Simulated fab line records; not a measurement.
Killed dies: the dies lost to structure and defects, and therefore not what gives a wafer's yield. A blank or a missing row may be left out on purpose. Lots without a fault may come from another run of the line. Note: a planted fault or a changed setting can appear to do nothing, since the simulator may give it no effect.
Matching of chambers ; flow n5-finfet ; 4 sister chambers for N5_BEOL_M14_DESCUM_15 on rie-diel-05
The step chemistry O2, time 7.9 s. 14 wafers are shown with their chamber, then 7 later ones without.

WAFERS PAIRED WITH THEIR CHAMBERS
wafer;chamber;showerhead-plenum-p-Torr (Torr);throttle-valve-pct (%);drypump-motor-current-A (A)
L266.3;0;2.01;20.31;5.4
L266.4;1;2.09;20.35;5.4
L266.6;0;2.01;20.31;5.4
L265.1;2;2.20;20.29;6.4
L265.4;1;2.09;20.35;5.4
L265.5;3;2.05;20.64;5.7
L267.2;0;2.01;20.34;5.4
L267.3;2;2.20;20.30;6.5
L267.5;3;2.05;20.65;5.7
L268.2;2;2.20;20.31;6.5
L268.3;1;2.08;20.36;5.5
L268.5;2;2.20;20.31;6.5
L275.2;2;2.20;20.31;6.5
L275.3;0;2.00;20.33;5.5

SIGNATURES (means of the wafers above)
reading;chamber 0;chamber 1;chamber 2;chamber 3;scatter within a chamber
showerhead-plenum-p-Torr;2.0075;2.0867;2.2000;2.0500;0.00376
throttle-valve-pct;20.3225;20.3533;20.3040;20.6450;0.0105
drypump-motor-current-A;5.425;5.433;6.480;5.700;0.0471
Rule: distance of a wafer from a chamber = root of the sum over the readings of ((wafer's reading minus chamber's mean) / reading's scatter) squared. If the next closest chamber is less than 2 further off than the closest, the wafer can't be placed; otherwise it belongs to the closest. How the scatter is found: for the shown wafers, subtract from each reading the mean of its chamber, square and add these, divide the total by (wafers less chambers), then take the root.

WAFERS WITHOUT THEIR CHAMBER
wafer;showerhead-plenum-p-Torr (Torr);throttle-valve-pct (%);drypump-motor-current-A (A)
L275.4;2.08;20.39;5.4
L280.3;2.19;20.35;6.5
L280.4;2.03;20.68;5.7
L280.5;2.03;20.70;5.7
L287.1;2.03;20.70;5.7
L287.2;2.00;20.36;5.5
L287.5;2.00;20.36;5.4

THE CHAMBER EACH PASSED THROUGH
wafer;from the rows above;in truth
L275.4;1;1
L280.3;2;2
L280.4;3;3
L280.5;3;3
L287.1;3;3
L287.2;0;0
L287.5;0;0
Correctly placed: 7 of 7. Number that these rows cannot place: 0. Placed wrongly: 0.
